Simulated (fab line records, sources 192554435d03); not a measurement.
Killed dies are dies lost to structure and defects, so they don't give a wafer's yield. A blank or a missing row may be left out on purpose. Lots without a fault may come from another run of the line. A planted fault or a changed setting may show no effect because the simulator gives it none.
A struck lot beside a sound one | flow n5_finfet | 37 steps out of a route of 1938
Sound: wafers L381.1, L381.2, L381.5. Struck: wafer L394.5. (L394.1, L394.6 of the same lot were not struck and are left out.) The cause comes at the end.
At each step with rows: each side's tool, then ch and its chambers, then its first start. Under that, the readings that differ: sound wafers | struck wafers | difference of the means | sigmas: that difference in standard deviations of wafers without a fault.
alike: readings whose means differ by less than 2 such deviations, and words and numbers that are the same on both sides. not compared: withheld readings, readings that some wafer has no value for, bounds like >300 that may hide the same value, and numbers for which the record gives no deviation and whose values overlap.
The two part at a step that has a row with sigmas, a row that says differs or no value, or rows on one side only. Numbers that don't overlap but have no deviation are shown without sigmas and don't part them. A reading that every wafer of one side lacks parts them only if that side has two wafers or more.

first, 10 steps without rows for these wafers: N5_HKMG_FIN_STRIP_69 (strips in N2/H2, time 360 s); N5_HKMG_FIN_ALD_21 (deposits TiN, target thk 1.5 nm, pulse time 1 s, purge time 3 s); N5_HKMG_FIN_ALD_72 (deposits W, target thk 2 nm, pulse time 1 s, purge time 2 s); N5_HKMG_FIN_W_FILL_22 (material W, target thk 60 nm, time 18.2 s); N5_HKMG_FIN_PRECLEAN_83 (cleans in DIW, time 57.5 s); N5_HKMG_FIN_SRD_84 (dry time 32 s); N5_HKMG_FIN_CMP_23 (polishes, stops on SiNx, t overpolish 10 s, target thk 46.326 nm); N5_HKMG_FIN_CMP_94 (polishes, stops on SiNx, t overpolish 4.7 s, target thk 43.299 nm); N5_GATE_CUT_ETCHBACK_00 (etches W in SF6/Cl2); N5_GATE_CUT_ETCH_56 (etches TiN in Cl2/Ar, target depth 21.6 nm).
N5_GATE_CUT_ETCHBACK_30: etches TiN in Cl2/Ar, target depth 3 nm.
  sound on rie_metal-02 ch 0,1, day 5 17:51; struck on rie_metal-02 ch 1, day 8 22:41
  reading               | sound          | struck | difference | sigmas
  oes_product_au (a.u.) | 0.64 0.97 0.96 | 0.62   | -0.24      | -2
  alike: drypump_motor_current_A, throttle_valve_pct
  not compared: rf_hours_counter_h
then, 25 steps without rows for these wafers: N5_GATE_CUT_VAPOR_ETCH_60 (etches HfO2 in BCl3/Cl2); N5_GATE_CUT_ETCH_58 (etches SiNx in CH3F/O2, target depth 17 nm, time 128.6 s); N5_GATE_CUT_STRIP_59 (strips in N2/H2, time 20 s); N5_GATE_CUT_PRECLEAN_31 (cleans in DIW, time 300 s); N5_GATE_CUT_SRD_32 (time 30 s); N5_GATE_CUT_SAC_CAP_01 (material SiNx, target thk 24 nm, pulse time 1 s, ald cycles 480); N5_GATE_CUT_PECVD_57 (deposits SiNx from SiH4/NH3/N2, target thk 21 nm); N5_GATE_CUT_CMP_02 (polishes, stops on SiO2, t overpolish 12.7 s, target thk 0 nm); N5_GATE_CUT_HM_DEP_46 (deposits SiO2 from TEOS/O2, target thk 130 nm, time 26.6 s); N5_GATE_CUT_COAT_34 (time 60 s, resist thk 60 nm); N5_GATE_CUT_COAT_35 (time 60 s, resist thk 10 nm); N5_GATE_CUT_COAT_27 (time 60 s, resist thk 10 nm); N5_GATE_CUT_COAT_07 (resist thk 30 nm); N5_GATE_CUT_EBR_09; N5_GATE_CUT_SOFTBAKE_08 (time 60 s); N5_GATE_CUT_EXPOSE_10 (exposes mask GATE CUT, target cd 20 nm); N5_GATE_CUT_PEB_11 (peb time 60 s); N5_GATE_CUT_DEVELOP_12 (develop time 30 s); N5_GATE_CUT_DESCUM_18 (chemistry O2, time 7 s); N5_GATE_CUT_ETCH_28 (etches underlayer in N2/H2, target depth 13 nm, time 10.4 s); N5_GATE_CUT_ETCH_36 (etches SiARC in CF4, target depth 13 nm, time 21.7 s); N5_GATE_CUT_ETCH_37 (etches SOC in N2/H2, target depth 60 nm, overetch 12 nm, time 90 s); N5_GATE_CUT_STRIP_38 (strips in N2/H2); N5_GATE_CUT_STRIP_39 (strips in N2/H2); N5_GATE_CUT_HM_OPEN_40 (chemistry C4F6/O2, target SiO2, target depth 139 nm, time 85.1 s).
-- the record jumps here: 8 days lie between the struck wafers' starts before and after (it left off in module GATE_CUT and takes up again in module PASSIVATION, whose first step shown is number 1936 of the route) --
N5_PASSIVATION_PROBE_49:
  the record has rows for the struck wafers here (prober-01, day 17 05:35) and none for the sound ones

WHERE THEY PART
First at N5_GATE_CUT_ETCHBACK_30; last, within this record, at N5_PASSIVATION_PROBE_49.

WHY: what the simulator had put in
Chamber particle source: rie_metal-02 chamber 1, from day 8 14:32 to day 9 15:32, at N5_GATE_CUT_ETCHBACK_30. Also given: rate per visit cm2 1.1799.
